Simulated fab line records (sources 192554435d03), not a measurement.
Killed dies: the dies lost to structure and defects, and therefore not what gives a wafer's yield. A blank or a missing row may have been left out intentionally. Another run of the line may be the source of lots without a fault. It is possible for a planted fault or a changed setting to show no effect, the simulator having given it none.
Matching of chambers    flow n5_finfet    N5_PMOS_HMC_CHANNEL_EPI_DESCUM_14 on rie_diel-01 has 4 sister chambers
The step chemistry O2, time 7.9 s. 8 wafers are shown with their chamber, then 8 later ones without.

## WAFERS, EACH WITH ITS CHAMBER
wafer   chamber  drypump_motor_current_A (A)  showerhead_plenum_p_Torr (Torr)
L082.6  3        6.6                          2.20
L083.2  2        5.7                          2.10
L083.4  1        6.6                          1.98
L083.6  2        5.7                          2.10
L088.2  0        5.5                          2.12
L088.4  3        6.6                          2.19
L088.5  0        5.6                          2.12
L089.1  1        6.6                          1.98

## WAFERS WITHOUT THEIR CHAMBER
wafer   drypump_motor_current_A (A)  showerhead_plenum_p_Torr (Torr)
L089.5  6.6                          2.19
L089.6  5.6                          2.12
L092.1  5.7                          2.09
L092.3  6.6                          1.98
L092.4  5.5                          2.12
L095.3  5.7                          2.09
L095.5  6.6                          1.98
L095.6  5.7                          2.09

## THE CHAMBER EACH PASSED THROUGH
wafer   from the rows above  in truth
L089.5  3                    3
L089.6  0                    0
L092.1  2                    2
L092.3  1                    1
L092.4  0                    0
L095.3  2                    2
L095.5  1                    1
L095.6  2                    2
Placed correctly: 8 of 8. Left unplaced by these rows: 0. Number placed wrongly: 0.
How it was worked out, from the rows above alone: a wafer's distance from a chamber is the root of the sum, over the readings, of the square of ((its reading less the chamber's mean) divided by the reading's scatter). If the next closest chamber is less than 2 further off than the closest, the wafer can't be placed; otherwise it belongs to the closest. For every chamber, the mean is computed from those of its wafers that are shown. The scatter: the root of (the sum of the squares of (reading less its chamber's mean) over the shown wafers, divided by (wafers less chambers)).
